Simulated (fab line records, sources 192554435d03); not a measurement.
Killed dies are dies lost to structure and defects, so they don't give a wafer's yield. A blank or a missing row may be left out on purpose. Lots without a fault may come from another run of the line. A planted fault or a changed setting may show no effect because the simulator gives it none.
Chamber matching | flow n5_finfet | N5_BEOL_M5_DEP_56 on pecvd-01: 3 sister chambers
The step deposits SiCN from 3MS/NH3, target thk 8 nm, time 14 s. 3 wafers are shown with their chamber, then 11 later ones without.

WAFERS WITH THEIR CHAMBER
wafer  | chamber | showerhead_plenum_p_Torr (Torr)
L091.4 | 1       | 3.683
L091.6 | 2       | 3.657
L090.1 | 0       | 3.679

WAFERS WITHOUT THEIR CHAMBER
wafer  | showerhead_plenum_p_Torr (Torr)
L090.3 | 3.682
L090.6 | 3.652
L092.2 | 3.686
L092.3 | 3.669
L092.6 | 3.682
L094.3 | 3.663
L094.5 | 3.683
L094.6 | 3.690
L097.1 | 3.678
L097.3 | 3.683
L097.4 | 3.668

WHICH CHAMBER EACH WENT THROUGH
wafer  | from the rows above          | in truth
L090.3 | can't be placed: 1 or 0      | 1
L090.6 | 2                            | 2
L092.2 | can't be placed: 1 or 0      | 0
L092.3 | can't be placed: 0 or 2 or 1 | 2
L092.6 | can't be placed: 1 or 0      | 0
L094.3 | can't be placed: 2 or 0      | 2
L094.5 | can't be placed: 1 or 0      | 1
L094.6 | can't be placed: 1 or 0      | 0
L097.1 | can't be placed: 0 or 1      | 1
L097.3 | can't be placed: 1 or 0      | 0
L097.4 | can't be placed: 0 or 2 or 1 | 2
Placed correctly: 1 of 11. Can't be placed from these rows: 10 (the true chamber is among the candidates in 10). Placed wrongly: 0.
How it was worked out, from the rows above alone: a wafer's distance from a chamber is the root of the sum, over the readings, of the square of ((its reading less the chamber's mean) divided by the reading's scatter). The wafer belongs to the nearest chamber; if the next one is less than 2 further off, it can't be placed. A chamber's mean is the mean of its shown wafers. The scatter: with one shown wafer a chamber, the root of the mean of the squares of how far each hidden wafer lies from its nearest shown one.
